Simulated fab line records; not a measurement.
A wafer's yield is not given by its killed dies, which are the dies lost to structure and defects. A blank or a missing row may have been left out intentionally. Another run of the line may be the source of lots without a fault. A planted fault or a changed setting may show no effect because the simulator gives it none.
A lot that was struck, set against a sound lot -- flow nand-harc -- 15 steps out of a route of 1302
Sound: these wafers, L969.1, L969.3, L969.6. Struck: wafer L983.4. (L983.2, L983.5 of the same lot were not struck and are left out.) The cause comes at the end.
Per side, at each step with rows, come the tool, then ch with its chambers, and then its first start. Under that, the readings that differ: sound wafers -- struck wafers -- difference of the means -- sigmas: that difference in standard deviations of wafers without a fault.
alike: a reading whose means differ by less than 2 such deviations, as well as words and numbers matching on both sides. not compared: withheld readings; readings where some wafer has no value; bounds like >300 that might hide an equal value; numbers whose values overlap and for which the record gives no deviation.
A row with sigmas, a row that says differs or no value, or rows on one side alone: a step with any of these is where the two part. Numbers that have no deviation but don't overlap get no sigmas and don't part them. Lack of a reading on every wafer of one side parts them only where that side has two or more wafers.

first, 8 steps without rows for these wafers: NHARC_A_M0_HMDS_02 (time 30 s); NHARC_A_M0_COAT_33 (time 65 s); NHARC_A_M0_COAT_03 (resist thk 90 nm); NHARC_A_M0_SOFTBAKE_04 (time 55 s); NHARC_A_M0_EBR_05; NHARC_A_M0_EXPOSE_06 (exposes mask A M0, target cd 80 nm); NHARC_A_M0_PEB_07 (peb time 65 s); NHARC_A_M0_DEVELOP_08 (develop time 35 s).
NHARC_A_M0_CD_MEAS_09: the cd target is 80 nm.
  sound on cd-sem-02 ch 0, day 23 12:52; struck on cd-sem-02 ch 0, day 29 00:45
reading,sound,struck,difference,sigmas
cd-nm (nm),79.7 79.5 80.2,81.3,+1.5,+2
NHARC_A_M0_OVL_MEAS_10: pitch 160 nm.
  struck on overlay-02, day 29 00:50; sound on overlay-01, day 23 12:57
reading,sound,struck,difference,sigmas
overlay-x-nm (nm),-2.3 -2.4 -2.8,0.7,+3.2,+4
  alike: overlay-y-nm
NHARC_A_M0_INSPECT_11:
  struck on defect-inspect-02, day 29 00:52; sound on defect-inspect-02, day 23 12:59
  alike: raw-defect-count
NHARC_A_M0_DESCUM_14: chemistry O2, time 3 s.
  sound on rie-diel-04 ch 0,2, day 23 13:03; struck on rie-diel-04 ch 2, day 29 00:56
reading,sound,struck,difference,sigmas
throttle-valve-pct (%),11.315 11.316 11.293,11.338,+0.030,+3
  alike: drypump-motor-current-A, oes-product-au, rf-vpp-V, showerhead-plenum-p-Torr
  not compared: rf-hours-counter-h
NHARC_A_M0_ETCH_34: etches the open film in N2/H2, target depth 40 nm, overetch 12 nm, time 43.94 s.
  sound on rie-diel-04 ch 1,2,3, day 23 13:08; struck on rie-diel-04 ch 0, day 29 01:01
reading,sound,struck,difference,sigmas
oes-product-au (a.u.),0.999 1.000 1.026,0.844,-0.164,-13
  alike: drypump-motor-current-A, rf-vpp-V, showerhead-plenum-p-Torr, throttle-valve-pct
  not compared: rf-hours-counter-h
NHARC_A_M0_ETCH_15: etches the open film in C4F8/Ar, target depth 150 nm, overetch 15 nm, time 82.5 s.
  sound: rie-diel-04 ch 1,2,3; struck: rie-diel-04 ch 2
reading,sound,struck,difference,sigmas
oes-product-au (a.u.),0.990 0.965 0.993,0.928,-0.055,-2
  alike: rf-vpp-V
  not compared: rf-hours-counter-h
NHARC_END_SORT_01:
  sound on prober-01 ch 0, day 25 04:04; struck on prober-01 ch 0, day 30 19:38
  alike: defect-limited-yield, killed-at-array, killed-at-other, killed-at-periphery, killed-dies, killed-open, killed-short

WHERE THEY PART
Earliest at NHARC_A_M0_CD_MEAS_09; latest, in this record, at NHARC_A_M0_ETCH_15. Later steps at which nothing parts them and some readings are alike: NHARC_END_SORT_01.

WHY: what had been put in by the simulator
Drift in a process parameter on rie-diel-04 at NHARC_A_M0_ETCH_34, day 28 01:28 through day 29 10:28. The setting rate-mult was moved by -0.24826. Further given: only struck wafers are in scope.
